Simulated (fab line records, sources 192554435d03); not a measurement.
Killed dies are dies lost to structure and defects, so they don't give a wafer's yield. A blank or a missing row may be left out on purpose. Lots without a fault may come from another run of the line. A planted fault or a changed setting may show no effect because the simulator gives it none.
One fault seen from 2 desks | flow n5_finfet | each desk has only its own numbers; what lay behind them comes last

THE METROLOGY DESK
What the gauges read, lot by lot, whatever tool the lot ran on: means of the sampled wafers that have a number. A lot is out of limits, marked OUT, if its mean lies more than 4 standard deviations from the usual mean; the brackets give that distance. Of its 10 readings 7 are shown: those that lie furthest out on some lot.
Columns: A = DIBL_P at N5_BEOL_M4_RC_MEAS_101, usual 37.1 mV/V; B = IOFF_P at N5_BEOL_M4_RC_MEAS_101, usual 0.22 nA/um; C = ION_N at N5_BEOL_M4_RC_MEAS_101, usual 674 uA/um; D = ION_P at N5_BEOL_M4_RC_MEAS_101, usual 463 uA/um; E = SS_N at N5_BEOL_M4_RC_MEAS_101, usual 71.7 mV/dec; F = VT_N at N5_BEOL_M4_RC_MEAS_101, usual 249 mV; G = VT_P at N5_BEOL_M4_RC_MEAS_101, usual -250 mV
lot  | first seen here | A    | B    | C   | D   | E    | F   | G
L177 | day 8 17:02     | 37.8 | 0.20 | 661 | 454 | 71.4 | 252 | -254
L176 | day 8 20:54     | 37.0 | 0.25 | 660 | 465 | 71.4 | 251 | -245
L178 | day 9 03:10     | 37.9 | 0.26 | 677 | 469 | 71.7 | 249 | -247
L184 | day 10 13:26    | 37.0 | 0.21 | 674 | 459 | 71.0 | 251 | -252
L190 | day 11 17:25    | 38.4 | 0.24 | 676 | 462 | 72.4 | 247 | -248
L191 | day 12 11:32    | 38.1 | 0.23 | 678 | 465 | 71.6 | 252 | -250
L193 | day 12 16:11    | 37.4 | 0.28 | 688 | 473 | 71.9 | 245 | -244
L194 | day 12 16:58    | 35.8 | 0.25 | 681 | 468 | 71.4 | 248 | -246
L196 | day 13 12:01    | 39.8 | 0.25 | 679 | 462 | 72.5 | 248 | -249
This desk's finding: nothing out of limits on any of the 9 lots.

THE TOOL OWNER'S DESK: rie_diel-03
The tool's own readings at N5_BEOL_M2_ETCH_69 (etches SiARC in CF4, target depth 15.6 nm, time 26 s): means of the sampled wafers that have a number, for each lot that ran on this tool. A lot is out of limits, marked OUT, if its mean lies more than 4 standard deviations from the usual mean; the brackets give that distance.
Columns: A = drypump_motor_current_A at N5_BEOL_M2_ETCH_69, usual 5.6 A; B = etch_rf_on_time_s at N5_BEOL_M2_ETCH_69, usual 26.1 s; C = mfc_ar_sccm at N5_BEOL_M2_ETCH_69, usual 100.0 sccm; D = oes_product_au at N5_BEOL_M2_ETCH_69, usual 0.66 a.u.; E = rf_vpp_V at N5_BEOL_M2_ETCH_69, usual 184.3 V; F = showerhead_plenum_p_Torr at N5_BEOL_M2_ETCH_69, usual 2.16 Torr; G = throttle_valve_pct at N5_BEOL_M2_ETCH_69, usual 15.61 %
lot  | first seen here | A   | B               | C     | D    | E     | F    | G
L177 | day 6 20:54     | 5.8 | 26.6            | 100.2 | 0.67 | 184.8 | 2.21 | 15.45
L184 | day 8 19:56     | 5.8 | 21.5 (-6.0) OUT | 100.1 | 0.77 | 185.1 | 2.15 | 15.39
L193 | day 11 04:07    | 5.7 | 26.1            | 100.0 | 0.66 | 184.6 | 2.14 | 15.43
L196 | day 12 03:58    | 5.5 | 26.6            | 100.1 | 0.63 | 183.4 | 2.17 | 15.53
This desk's finding: out of limits on L184; first on L184, day 8 19:56 (etch_rf_on_time_s at N5_BEOL_M2_ETCH_69). In limits: L177, L193, L196.

PUT TOGETHER
The tool owner's desk could have raised an alarm at day 8 19:56, on L184.
The metrology desk saw nothing out of limits.
The metrology desk has L184 on record, within its limits.
Of the lots named, all ran N5_BEOL_M2_ETCH_69 on rie_diel-03.

WHAT THE SIMULATOR HAD PUT IN
Process parameter drift: rie_diel-03, from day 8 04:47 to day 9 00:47, at N5_BEOL_M2_ETCH_69. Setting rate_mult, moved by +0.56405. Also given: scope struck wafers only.
Lots struck among those shown: L184.
Hours from the fault's start to each desk's first reading out of limits: the tool owner's desk, 15.
